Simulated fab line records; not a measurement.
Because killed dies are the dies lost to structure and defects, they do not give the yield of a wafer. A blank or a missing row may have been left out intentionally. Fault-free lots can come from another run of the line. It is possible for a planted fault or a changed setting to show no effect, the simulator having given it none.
fab line records | flow n5_finfet
record: lots: 12 | wafers: 33 | last_day: 18
route steps=1938 shown BEOL_M6@1194 PASSIVATION@1936
lots that met no fault: taken from a fault-free run of the same line
start_h: hours from the record's opening day to when the first of the lot's shown wafers began | wait_h: how many hours have passed since the lot's step before this one | " the same as in the row above | L1.1+2: a single row standing in for several wafers | - no value present, or no start provided | * or withheld: withheld | < > ~ a bound
route shown NAME@n: a module of which the file shows steps, and the number in the route of the first | usual: mean and standard deviation over wafers with no fault | same: alike in all rows | chamber/n: place in a boat | sites: each site's reading | _std_site: the values' standard deviation | _edge_site: inner sites' mean taken away from outer sites' mean | radius_mm: for every site, how far away it sits from the centre of the wafer | mask NAME#n: copy n | behind: tool/chamber where the wafer was last shaped | hold: reason for holding the lot/hours on hold/outcome of the hold | device: whichever transistor did not switch (one of n, p or np) | end of line: the same wafers' tests at the end of the route | where a step has no rows: the recipe by itself | killed: dies that structure and defects cost at the first sort, which is not the same as the wafer's yield | map: dies across one wafer; x = killed, . = not, _ = none there
set.NAME: the run value of the setting; set.NAME@STEP: its run value at that earlier step | model.NAME: the simulator's own value behind a step, which no gauge read
route steps across a sampled set of lots; one table per step, one row per wafer
services: a tool's chamber out of use, with start hour (start_h, from the record's first day; less than 0 if before it), hours out, and reason
== steps ==
step: N5_BEOL_M6_ILD_DEP_00
recipe: material: SiCOH_lowk | target_thk_a: 1797.5 | temp_c: 300 | precursor: DEMS/porogen | pressure_torr: 5 | rf_w: 500 | time_s: 33.4
usual: heater_power_outer_w: 140/35 | heater_power_w: 302/63 | showerhead_plenum_p_Torr: 5.736/0.015 | throttle_valve_pct: 14.0/1
lot.wafer | tool     | chamber | start_h | wait_h | heater_power_outer_w | heater_power_w | showerhead_plenum_p_Torr | throttle_valve_pct
L199.1    | pecvd-04 | 1       | 189.11  | 0.0    | 119                  | 298            | 5.732                    | 13.6
L199.3    | "        | 0       | "       | "      | 119                  | 311            | 5.735                    | 14.5
L199.6    | "        | 1       | "       | "      | 122                  | 300            | 5.733                    | 13.7
L201.1    | pecvd-01 | 1       | 208.30  | 0.0    | 146                  | 297            | 5.724                    | 16.2
L201.3    | "        | 2       | "       | "      | 138                  | 288            | 5.758                    | 13.7
L201.6    | "        | 0       | "       | "      | 113                  | 279            | 5.725                    | 13.6
L202.1    | pecvd-03 | 2       | 208.88  | 0.0    | 92                   | 215            | 5.741                    | 13.0
L202.3    | "        | 1       | "       | "      | 101                  | 217            | 5.723                    | 13.6
L202.6    | "        | 1       | "       | "      | 107                  | 218            | 5.738                    | 13.6
L204.1    | pecvd-04 | 1       | 212.32  | 0.0    | 136                  | 321            | 5.731                    | 13.6
L204.3    | "        | 0       | "       | "      | 109                  | 300            | 5.732                    | 14.6
L204.4    | "        | 2       | "       | "      | 153                  | 300            | 5.731                    | 12.7
L203.2    | pecvd-01 | 2       | 214.23  | 0.0    | 160                  | 322            | 5.771                    | 13.9
L203.4    | "        | 0       | "       | "      | 145                  | 307            | 5.736                    | 13.4
L203.5    | "        | 1       | "       | "      | 151                  | 317            | 5.732                    | 16.3
L210.5    | pecvd-03 | 1       | 246.80  | 0.1    | 91                   | 208            | 5.733                    | 13.5
L210.6    | "        | 0       | "       | "      | 192                  | 402            | 5.717                    | 14.6
L211.1    | pecvd-03 | 2       | 264.74  | 0.0    | 68                   | 174            | 5.741                    | 13.1
L211.3    | "        | 0       | "       | "      | 201                  | 407            | 5.719                    | 14.8
L211.4    | "        | 2       | "       | "      | 73                   | 180            | 5.763                    | 13.2
L212.2    | pecvd-03 | 2       | 269.23  | 0.0    | 93                   | 204            | 5.766                    | 13.1
L212.3    | "        | 0       | "       | "      | 164                  | 365            | 5.725                    | 14.7
L212.5    | "        | 2       | "       | "      | 97                   | 219            | 5.739                    | 13.0
L219.5    | pecvd-03 | 1       | 318.15  | 0.1    | 90                   | 200            | 5.733                    | 13.6
L219.6    | "        | 2       | "       | "      | 81                   | 195            | 5.744                    | 13.2
L221.5    | pecvd-01 | 2       | 324.59  | 0.1    | 159                  | 321            | 5.750                    | 13.8
L221.6    | "        | 1       | "       | "      | 180                  | 353            | 5.728                    | 16.3
L220.2    | pecvd-04 | 2       | 325.42  | 0.0    | 159                  | 304            | 5.731                    | 12.8
L220.4    | "        | 0       | "       | "      | 143                  | 348            | 5.735                    | 14.6
L220.6    | "        | 2       | "       | "      | 160                  | 303            | 5.707                    | 12.8
L222.1    | pecvd-03 | 2       | 334.52  | 0.0    | 89                   | 210            | 5.761                    | 12.9
L222.2    | "        | 1       | "       | "      | 82                   | 188            | 5.745                    | 13.9
L222.3    | "        | 0       | "       | "      | 217                  | 419            | 5.731                    | 14.8
step: N5_BEOL_M6_HM_DEP_02
recipe: material: TiN | target_thk_a: 200 | temp_c: 25 | chamber_pressure_pa: 0.49996
usual: throttle_valve_pct: 30.4/1.4
lot.wafer | tool           | chamber | start_h | wait_h | throttle_valve_pct
L199.1    | pvd_sputter-03 | -       | 191.07  | 1.3    | 32.1
L199.3    | "              | -       | "       | "      | 28.4
L199.6    | "              | -       | "       | "      | 32.1
L201.1    | pvd_sputter-02 | -       | 212.04  | 2.5    | 28.9
L201.3    | "              | -       | "       | "      | 30.3
L201.6    | "              | -       | "       | "      | 30.8
L202.1    | pvd_sputter-02 | -       | 212.46  | 1.9    | 28.8
L202.3    | "              | -       | "       | "      | 30.3
L202.6    | "              | -       | "       | "      | 29.1
L204.1    | pvd_sputter-01 | -       | 215.67  | 2.3    | 28.8
L204.3    | "              | -       | "       | "      | 31.5
L204.4    | "              | -       | "       | "      | 30.5
L203.2    | pvd_sputter-01 | -       | 215.97  | 1.1    | 28.4
L203.4    | "              | -       | "       | "      | 31.5
L203.5    | "              | -       | "       | "      | 31.7
L210.5    | pvd_sputter-03 | -       | 248.61  | 1.2    | 29.2
L210.6    | "              | -       | "       | "      | 31.3
L211.1    | pvd_sputter-03 | -       | 267.06  | 1.7    | 31.9
L211.3    | "              | -       | "       | "      | 28.5
L211.4    | "              | -       | "       | "      | 31.8
L212.2    | pvd_sputter-03 | -       | 271.92  | 2.0    | 28.7
L212.3    | "              | -       | "       | "      | 32.2
L212.5    | "              | -       | "       | "      | 32.2
L219.5    | pvd_sputter-02 | -       | 318.97  | 0.1    | 30.7
L219.6    | "              | -       | "       | "      | 30.1
L221.5    | pvd_sputter-02 | -       | 327.20  | 1.5    | 30.2
L221.6    | "              | -       | "       | "      | 30.8
L220.2    | pvd_sputter-03 | -       | 327.46  | 1.4    | 28.7
L220.4    | "              | -       | "       | "      | 28.4
L220.6    | "              | -       | "       | "      | 29.0
L222.1    | pvd_sputter-02 | -       | 336.86  | 1.2    | 28.8
L222.2    | "              | -       | "       | "      | 30.4
L222.3    | "              | -       | "       | "      | 30.9
step: N5_BEOL_M6_ETCH_61
recipe: chemistry: CF4 | target: SiARC | target_depth_a: 455 | mask_material: CAR-ArF | time_s: 75.8 | ion_energy_ev: 80 | pressure_mtorr: 40 | source_w: 545 | bias_w: 36 | Ar_flow_sccm: 100 | cf4_flow_sccm: 100 | ends: cleared
usual: drypump_motor_current_A: 5.8/0.52 | etch_rf_on_time_s: 75.1/2.1 | oes_product_au: 0.70/0.08 | rf_vpp_V: 184.7/1.2 | showerhead_plenum_p_Torr: 2.19/0.066 | throttle_valve_pct: 15.50/0.2
lot.wafer | tool        | chamber | start_h | wait_h | drypump_motor_current_A | etch_rf_on_time_s | oes_product_au | rf_hours_counter_h | rf_vpp_V | showerhead_plenum_p_Torr | throttle_valve_pct
L199.1    | rie_diel-03 | 2       | 191.69  | 0.0    | 5.0                     | 74.0              | 0.70           | 76                 | 184.4    | 2.18                     | 15.82
L199.3    | "           | 3       | "       | "      | 6.0                     | 74.4              | 0.70           | 103                | 184.2    | 2.07                     | 15.61
L199.6    | "           | 0       | "       | "      | 5.2                     | 77.2              | 0.76           | -                  | 184.8    | 2.17                     | 15.28
L201.1    | rie_diel-06 | 0       | 212.66  | 0.0    | 5.7                     | 75.7              | 0.58           | 231                | 185.7    | 2.21                     | 15.73
L201.3    | "           | 1       | "       | "      | 6.6                     | 77.2              | 0.60           | 217                | 185.9    | 2.20                     | 15.66
L201.6    | "           | 1       | "       | "      | 6.6                     | 77.0              | 0.60           | -                  | 184.2    | 2.19                     | 15.65
L202.1    | rie_diel-01 | 2       | 212.96  | 0.0    | 5.2                     | 71.9              | 0.73           | 68                 | 184.7    | 2.26                     | 15.42
L202.3    | "           | 1       | "       | "      | 5.7                     | 74.9              | 0.57           | 260                | 180.6    | 2.04                     | 15.67
L202.6    | "           | 2       | "       | "      | 5.2                     | 72.3              | 0.73           | -                  | 185.7    | 2.26                     | 15.41
L204.1    | rie_diel-03 | 3       | 216.37  | 0.0    | 6.0                     | 74.4              | 0.69           | 112                | 181.6    | 2.07                     | 15.62
L204.3    | "           | 0       | "       | "      | 5.2                     | 76.9              | 0.75           | 42                 | 184.0    | 2.16                     | 15.30
L204.4    | "           | 1       | "       | "      | 5.5                     | 73.0              | 0.62           | 195                | 185.1    | 2.20                     | 15.71
L203.2    | rie_diel-06 | 0       | 217.16  | 0.0    | 5.7                     | 75.4              | 0.58           | 234                | 184.3    | 2.21                     | 15.71
L203.4    | "           | 0       | "       | "      | 5.7                     | 75.0              | 0.58           | -                  | 184.7    | 2.21                     | 15.73
L203.5    | "           | 3       | "       | "      | 5.4                     | 77.1              | 0.78           | -                  | 185.8    | 2.27                     | 15.40
L210.5    | rie_diel-01 | 0       | 250.10  | 0.0    | 6.2                     | 78.4              | 0.63           | -                  | 185.7    | 2.22                     | 15.49
L210.6    | "           | 3       | "       | "      | 6.6                     | 73.7              | 0.79           | -                  | 184.3    | 2.19                     | 15.32
L211.1    | rie_diel-03 | 2       | 267.69  | 0.0    | 5.0                     | 73.6              | 0.68           | 107                | 183.9    | 2.17                     | 15.87
L211.3    | "           | 1       | "       | "      | 5.5                     | 73.1              | 0.60           | 216                | 184.8    | 2.20                     | 15.73
L211.4    | "           | 3       | "       | "      | 5.9                     | 73.5              | 0.67           | 133                | 183.9    | 2.06                     | 15.66
L212.2    | rie_diel-01 | 3       | 272.78  | 0.0    | 6.6                     | 71.3              | 0.78           | 26                 | 184.0    | 2.18                     | 15.34
L212.3    | "           | 1       | "       | "      | 5.8                     | 73.6              | 0.81           | 18                 | 185.9    | 2.29                     | 15.22
L212.5    | "           | 0       | "       | "      | 6.3                     | 76.2              | 0.62           | -                  | 186.3    | 2.22                     | 15.52
L219.5    | rie_diel-06 | 3       | 319.63  | 0.0    | 5.4                     | 49.4              | 0.97           | -                  | 186.2    | 2.26                     | 15.45
L219.6    | "           | 0       | "       | "      | 5.7                     | 49.7              | 1.06           | -                  | 185.2    | 2.20                     | 15.26
L221.5    | rie_diel-06 | 2       | 327.90  | 0.0    | 6.3                     | 47.0              | 1.03           | -                  | 183.3    | 2.09                     | 15.32
L221.6    | "           | 0       | "       | "      | 5.7                     | 49.8              | 1.05           | -                  | 185.2    | 2.20                     | 15.27
L220.2    | rie_diel-06 | 3       | 328.52  | 0.0    | 5.4                     | 77.7              | 0.73           | 48                 | 184.5    | 2.26                     | 15.48
L220.4    | "           | 2       | "       | "      | 6.3                     | 73.5              | 0.78           | -                  | 183.6    | 2.09                     | 15.30
L220.6    | "           | 0       | "       | "      | 5.7                     | 49.6              | 1.05           | -                  | 183.9    | 2.20                     | 15.29
L222.1    | rie_diel-03 | 1       | 337.52  | 0.0    | 5.5                     | 72.5              | 0.59           | 241                | 186.0    | 2.19                     | 15.79
L222.2    | "           | 0       | "       | "      | 5.2                     | 77.7              | 0.69           | 87                 | 185.0    | 2.15                     | 15.40
L222.3    | "           | 3       | "       | "      | 6.0                     | 74.2              | 0.65           | 161                | 183.6    | 2.05                     | 15.71
step: N5_BEOL_M6_CD_MEAS_18
recipe: pitch_nm: 80 | target_cd_nm: 40
usual: cd_nm: 39.9/0.58
lot.wafer | tool      | chamber | start_h | wait_h | cd_nm
L199.1    | cd_sem-01 | -       | 192.14  | 0.0    | 39.9
L199.3    | "         | -       | "       | "      | 40.1
L199.6    | "         | -       | "       | "      | 39.9
L201.1    | cd_sem-03 | -       | 213.09  | 0.0    | 38.6
L201.3    | "         | -       | "       | "      | 39.3
L201.6    | "         | -       | "       | "      | 39.9
L202.1    | cd_sem-02 | -       | 213.51  | 0.0    | 39.8
L202.3    | "         | -       | "       | "      | 38.8
L202.6    | "         | -       | "       | "      | 39.5
L204.1    | cd_sem-03 | -       | 216.79  | 0.0    | 39.8
L204.3    | "         | -       | "       | "      | 40.1
L204.4    | "         | -       | "       | "      | 39.3
L203.2    | cd_sem-01 | -       | 217.68  | 0.1    | 39.6
L203.4    | "         | -       | "       | "      | 39.3
L203.5    | "         | -       | "       | "      | 39.6
L210.5    | cd_sem-02 | -       | 250.71  | 0.0    | 39.9
L210.6    | "         | -       | "       | "      | 39.7
L211.1    | cd_sem-02 | -       | 268.17  | 0.0    | 39.8
L211.3    | "         | -       | "       | "      | 39.6
L211.4    | "         | -       | "       | "      | 39.9
L212.2    | cd_sem-03 | -       | 273.26  | 0.1    | 39.5
L212.3    | "         | -       | "       | "      | 39.4
L212.5    | "         | -       | "       | "      | 40.4
L219.5    | cd_sem-02 | -       | 320.05  | 0.0    | 40.1
L219.6    | "         | -       | "       | "      | 40.3
L221.5    | cd_sem-01 | -       | 328.34  | 0.0    | 40.6
L221.6    | "         | -       | "       | "      | 40.2
L220.2    | cd_sem-03 | -       | 328.94  | 0.1    | 40.3
L220.4    | "         | -       | "       | "      | 40.2
L220.6    | "         | -       | "       | "      | 39.4
L222.1    | cd_sem-01 | -       | 337.98  | 0.0    | 39.7
L222.2    | "         | -       | "       | "      | 40.4
L222.3    | "         | -       | "       | "      | 39.9
step: N5_PASSIVATION_PROBE_49
usual: defect_limited_yield: 91.4/1.5 | killed_at_M0_to_M3: 34/10 | killed_at_M4_up: 15/6 | killed_at_contacts: 12/6 | killed_at_front_end: 37/11 | killed_at_other: 3.3/2.8 | killed_dies: 101/18 | killed_open: 66/14 | killed_short: 33/7.8 | sort_bin_5_function: 5.0/0.97 | sort_bin_6_memory: 3.2/0.72 | sort_bin_8_speed: 0.00/0.01 | sort_n_pass: 1079/18 | sort_yield_pct: 91.4/1.5
same: gross_dies: 1180 | killed_at_back_side: 0 | sort_bin_4_leakage[%]: 0
lot.wafer | tool      | chamber | start_h | wait_h | defect_limited_yield[%] | killed_at_M0_to_M3 | killed_at_M4_up | killed_at_contacts | killed_at_front_end | killed_at_other | killed_dies | killed_open | killed_short | sort_bin_5_function[%] | sort_bin_6_memory[%] | sort_bin_8_speed[%] | sort_n_pass | sort_yield_pct[%]
L199.1    | prober-02 | -       | 288.29  | 0.0    | 92.5                    | 35                 | 11              | 12                 | 24                  | 6               | 88          | 53          | 35           | 4.2                    | 3.1                  | 0                   | 1092        | 92.5
L199.3    | prober-02 | -       | 288.39  | 0.1    | 92.6                    | 26                 | 13              | 14                 | 29                  | 5               | 87          | 48          | 38           | 3.7                    | 3.3                  | 0                   | 1093        | 92.6
L199.6    | prober-02 | -       | 288.54  | 0.3    | 92.5                    | 36                 | 7               | 8                  | 32                  | 6               | 89          | 64          | 24           | 4.2                    | 3.1                  | 0                   | 1091        | 92.5
L210.5    | prober-01 | -       | 348.12  | 0.2    | 88.6                    | 36                 | 22              | 10                 | 65                  | 2               | 135         | 92          | 38           | 6.6                    | 3.9                  | 0                   | 1045        | 88.6
L210.6    | prober-01 | -       | 348.17  | 0.3    | 89.4                    | 49                 | 26              | 8                  | 42                  | 0               | 125         | 87          | 37           | 6.1                    | 4.3                  | 0                   | 1055        | 89.4
L212.2    | prober-01 | -       | 363.90  | 0.1    | 94.2                    | 18                 | 15              | 13                 | 23                  | 0               | 69          | 48          | 21           | 3.3                    | 2.4                  | 0                   | 1111        | 94.2
L212.3    | prober-01 | -       | 363.95  | 0.1    | 87.8                    | 43                 | 22              | 27                 | 52                  | 0               | 144         | 110         | 34           | 7.3                    | 4.7                  | 0                   | 1036        | 87.8
L212.5    | prober-01 | -       | 364.05  | 0.2    | 92.5                    | 20                 | 10              | 10                 | 48                  | 1               | 89          | 57          | 30           | 4.8                    | 2.5                  | 0                   | 1091        | 92.5
L211.1    | prober-02 | -       | 365.83  | 0.0    | 89.9                    | 42                 | 12              | 11                 | 53                  | 1               | 119         | 78          | 41           | 5.0                    | 4.8                  | 0                   | 1061        | 89.9
L211.3    | prober-02 | -       | 365.93  | 0.1    | 91.9                    | 38                 | 17              | 5                  | 35                  | 0               | 95          | 58          | 37           | 4.6                    | 3.1                  | 0                   | 1085        | 91.9
L211.4    | prober-02 | -       | 365.98  | 0.2    | 90.8                    | 30                 | 9               | 3                  | 63                  | 3               | 108         | 70          | 38           | 5.1                    | 3.3                  | 0                   | 1072        | 90.8
L219.5    | prober-02 | -       | 411.65  | 0.2    | 91.9                    | 19                 | 16              | 9                  | 51                  | 1               | 96          | 61          | 31           | 4.4                    | 3.6                  | 0                   | 1084        | 91.9
L219.6    | prober-02 | -       | 411.70  | 0.3    | 91.8                    | 34                 | 12              | 13                 | 38                  | 0               | 97          | 63          | 31           | 4.7                    | 3.3                  | 0                   | 1083        | 91.8
L220.2    | prober-02 | -       | 418.00  | 0.1    | 90.7                    | 38                 | 23              | 7                  | 32                  | 10              | 110         | 76          | 34           | 5.3                    | 3.7                  | 0                   | 1070        | 90.7
L220.4    | prober-02 | -       | 418.10  | 0.2    | 92.6                    | 41                 | 12              | 4                  | 28                  | 2               | 87          | 47          | 40           | 4.2                    | 3.0                  | 0                   | 1093        | 92.6
L220.6    | prober-02 | -       | 418.20  | 0.3    | 93.2                    | 29                 | 10              | 8                  | 28                  | 5               | 80          | 53          | 27           | 4.1                    | 2.3                  | 0                   | 1100        | 93.2
L221.5    | prober-02 | -       | 425.70  | 0.2    | 91.5                    | 36                 | 12              | 7                  | 34                  | 11              | 100         | 62          | 36           | 4.6                    | 3.4                  | 0                   | 1080        | 91.5
L221.6    | prober-02 | -       | 425.75  | 0.3    | 92.7                    | 17                 | 10              | 9                  | 47                  | 3               | 86          | 51          | 26           | 4.0                    | 2.8                  | 0                   | 1094        | 92.7
killed by level:class
L199.1 FIN_SAQP:geometric_particle:open=9 BEOL_M0_SAQP:geometric_particle:open=8 MOL_CONTACT_COAG:geometric_particle:open=7 BEOL_M0_SAQP:geometric_particle:short=6 BEOL_M1:geometric_particle:open=6 MOL_CONTACT_COAG:geometric_particle:short=5 BEOL_M2:geometric_particle:short=5 BEOL_M4:geometric_particle:open=5
L199.3 FIN_SAQP:geometric_particle:short=10 FIN_SAQP:geometric_particle:open=9 MOL_CONTACT_COAG:geometric_particle:open=9 BEOL_M0_SAQP:geometric_particle:open=7 BEOL_M0_SAQP:geometric_particle:short=7 BEOL_M1:geometric_particle:open=7 MOL_CONTACT_COAG:geometric_particle:short=5 BEOL_M4:geometric_particle:open=5
L199.6 BEOL_M3:geometric_particle:open=10 FIN_SAQP:geometric_particle:open=9 BEOL_M1:geometric_particle:open=8 STI_FIN_REVEAL:geometric_particle:open=7 MOL_CONTACT_COAG:geometric_particle:open=7 BEOL_M0_SAQP:geometric_particle:open=5 BEOL_M0_SAQP:geometric_particle:short=5 BEOL_M1:geometric_particle:short=5
L210.5 FIN_SAQP:geometric_particle:open=18 BEOL_M4:geometric_particle:open=16 STI_FIN_REVEAL:geometric_particle:open=13 FIN_SAQP:geometric_particle:short=12 BEOL_M3:geometric_particle:open=11 MOL_CONTACT_COAG:geometric_particle:open=8 BEOL_M0_SAQP:geometric_particle:short=8 BEOL_M0_SAQP:geometric_particle:open=5
L210.6 BEOL_M4:geometric_particle:open=19 BEOL_M3:geometric_particle:open=13 FIN_SAQP:geometric_particle:open=9 STI_FIN_REVEAL:geometric_particle:open=9 BEOL_M0_SAQP:geometric_particle:short=9 MOL_CONTACT_COAG:geometric_particle:open=8 BEOL_M2:geometric_particle:open=7 BEOL_M0_SAQP:geometric_particle:open=7
L212.2 MOL_CONTACT_COAG:geometric_particle:open=10 BEOL_M4:geometric_particle:open=7 STI_FIN_REVEAL:geometric_particle:open=5 STARTING-WAFER:geometric_particle:short=5 DUMMY_GATE:geometric_particle:open=4 BEOL_M2:geometric_particle:open=4 STARTING-WAFER:geometric_particle:open=4 MOL_CONTACT_COAG:geometric_particle:short=3
L212.3 MOL_CONTACT_COAG:geometric_particle:open=25 STI_FIN_REVEAL:geometric_particle:open=16 FIN_SAQP:geometric_particle:open=13 BEOL_M2:geometric_particle:open=10 FIN_SAQP:geometric_particle:short=9 BEOL_M3:geometric_particle:open=9 BEOL_M0_SAQP:geometric_particle:short=8 BEOL_M4:geometric_particle:open=7
L212.5 STI_FIN_REVEAL:geometric_particle:open=16 MOL_CONTACT_COAG:geometric_particle:open=8 STARTING-WAFER:geometric_particle:short=7 FIN_SAQP:geometric_particle:open=6 BEOL_M3:geometric_particle:open=6 BEOL_M2:geometric_particle:open=5 FIN_SAQP:geometric_particle:short=4 GATE_CUT:geometric_particle:open=4
L211.1 FIN_SAQP:geometric_particle:short=12 FIN_SAQP:geometric_particle:open=11 DUMMY_GATE:geometric_particle:open=11 MOL_CONTACT_COAG:geometric_particle:open=11 BEOL_M0_SAQP:geometric_particle:open=11 BEOL_M3:geometric_particle:open=9 BEOL_M0_SAQP:geometric_particle:short=6 BEOL_M0:geometric_particle:short=5
L211.3 BEOL_M4:geometric_particle:open=10 FIN_SAQP:geometric_particle:short=9 BEOL_M0_SAQP:geometric_particle:open=9 BEOL_M3:geometric_particle:open=7 BEOL_M0_SAQP:geometric_particle:short=5 BEOL_M0:geometric_particle:open=5 DUMMY_GATE:geometric_particle:short=4 DUMMY_GATE:geometric_particle:open=4
L211.4 FIN_SAQP:geometric_particle:short=15 FIN_SAQP:geometric_particle:open=14 DUMMY_GATE:geometric_particle:open=12 BEOL_M0_SAQP:geometric_particle:open=8 STI_FIN_REVEAL:geometric_particle:open=5 BEOL_M0:geometric_particle:open=5 BEOL_M4:geometric_particle:open=5 BEOL_M1:geometric_particle:open=4
L219.5 FIN_SAQP:geometric_particle:short=16 BEOL_M2:geometric_particle:open=11 FIN_SAQP:geometric_particle:open=6 GATE_CUT:geometric_particle:short=6 DUMMY_GATE:geometric_particle:open=6 MOL_CONTACT_COAG:geometric_particle:open=6 BEOL_M4:geometric_particle:open=5 BEOL_M6:geometric_particle:open=5
L219.6 MOL_CONTACT_COAG:geometric_particle:open=12 STI_FIN_REVEAL:geometric_particle:open=10 BEOL_M0_SAQP:geometric_particle:short=8 BEOL_M2:geometric_particle:open=8 STARTING-WAFER:geometric_particle:short=6 FIN_SAQP:geometric_particle:open=5 DUMMY_GATE:geometric_particle:open=5 BEOL_M4:geometric_particle:open=5
L220.2 BEOL_M1:geometric_particle:open=11 BEOL_M4:geometric_particle:open=11 FIN_SAQP:geometric_particle:open=10 FIN_SAQP:geometric_particle:short=6 BEOL_M3:geometric_particle:open=6 MOL_CONTACT_COAG:geometric_particle:open=6 BEOL_M2:geometric_particle:open=6 BEOL_M0_SAQP:geometric_particle:short=5
L220.4 BEOL_M0_SAQP:geometric_particle:short=18 BEOL_M0_SAQP:geometric_particle:open=17 FIN_SAQP:geometric_particle:open=8 GATE_CUT:geometric_particle:short=6 MOL_CONTACT_COAG:geometric_particle:open=4 BEOL_M4:geometric_particle:short=4 STARTING-WAFER:geometric_particle:short=4 DUMMY_GATE:geometric_particle:open=3
L220.6 FIN_SAQP:geometric_particle:open=7 MOL_CONTACT_COAG:geometric_particle:open=7 BEOL_M0_SAQP:geometric_particle:open=7 BEOL_M2:geometric_particle:open=7 BEOL_M0_SAQP:geometric_particle:short=6 FIN_SAQP:geometric_particle:short=5 DUMMY_GATE:geometric_particle:open=4 STI_FIN_REVEAL:geometric_particle:open=3
L221.5 FIN_SAQP:geometric_particle:open=8 BEOL_M1:geometric_particle:open=8 FIN_SAQP:geometric_particle:short=7 BEOL_M4:geometric_particle:open=7 BEOL_M0_SAQP:geometric_particle:short=6 BEOL_M3:geometric_particle:open=6 MOL_CONTACT_COAG:geometric_particle:open=5 BEOL_M0_SAQP:geometric_particle:open=5
L221.6 FIN_SAQP:geometric_particle:open=10 FIN_SAQP:geometric_particle:short=7 STI_FIN_REVEAL:geometric_particle:open=7 MOL_CONTACT_COAG:geometric_particle:open=7 BEOL_M0_SAQP:geometric_particle:short=6 BEOL_M0_SAQP:geometric_particle:open=6 DUMMY_GATE:geometric_particle:open=5 HKMG_FIN:area_etch=5
== services ==
tool           | chamber | start_h | hours | kind
rie_diel-06    | 2       | 169.03  | 5.1   | repair
rie_diel-01    | 3       | 172.08  | 16.0  | repair
rie_diel-01    | 1       | 175.77  | 9.0   | repair
pvd_sputter-03 | -       | 178.36  | 1.0   | repair
rie_diel-06    | -       | 183.10  | 0.2   | repair
rie_diel-03    | 3       | 184.82  | 4.3   | repair
pecvd-03       | 2       | 209.24  | 13.2  | repair
pecvd-04       | 0       | 214.44  | 25.6  | repair
rie_diel-06    | -       | 233.19  | 15.6  | pm
pecvd-04       | 2       | 242.61  | 6.9   | repair
rie_diel-06    | 3       | 251.02  | 9.4   | repair
pecvd-01       | -       | 255.82  | 1.6   | repair
rie_diel-03    | 3       | 259.60  | 4.2   | repair
pecvd-03       | 1       | 260.12  | 40.9  | repair
rie_diel-06    | 0       | 263.94  | 4.2   | repair
pecvd-03       | -       | 276.82  | 6.0   | pm
rie_diel-06    | -       | 277.23  | 4.3   | pm
rie_diel-01    | 0       | 287.50  | 1.8   | repair
pecvd-04       | 2       | 289.93  | 9.3   | repair
pecvd-03       | -       | 298.20  | 0.8   | repair
rie_diel-03    | 0       | 303.24  | 7.5   | repair
rie_diel-06    | 2       | 309.91  | 2.8   | repair
rie_diel-03    | 1       | 321.25  | 4.6   | repair
pvd_sputter-03 | -       | 332.92  | 11.1  | repair
== key ==
first_sign: step: N5_BEOL_M6_ETCH_61 | reading: etch_rf_on_time_s | direction: down | sigmas: 12 | usual: * | struck: *
effect: step: N5_BEOL_M6_ETCH_61 | reading: oes_product_au | direction: up | sigmas: 4.1 | usual: 0.70 | struck: 1.03
met_at N5_BEOL_M6_ETCH_61
struck_lots L219,L220,L221
struck_wafers L219.5,L219.6,L220.6,L221.5,L221.6
not_acting_at N5_BEOL_M6_ILD_DEP_00,N5_BEOL_M6_HM_DEP_02,N5_BEOL_M6_CD_MEAS_18
onset_between 217.16 319.63
fault: kind: process_parameter_drift | tool: rie_diel-06 | chamber: - | onset_h: 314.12 | steps: N5_BEOL_M6_ETCH_61 | channel: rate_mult | offset: 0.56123 | shape: step | end_h: 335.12 | scope: struck_wafers_only
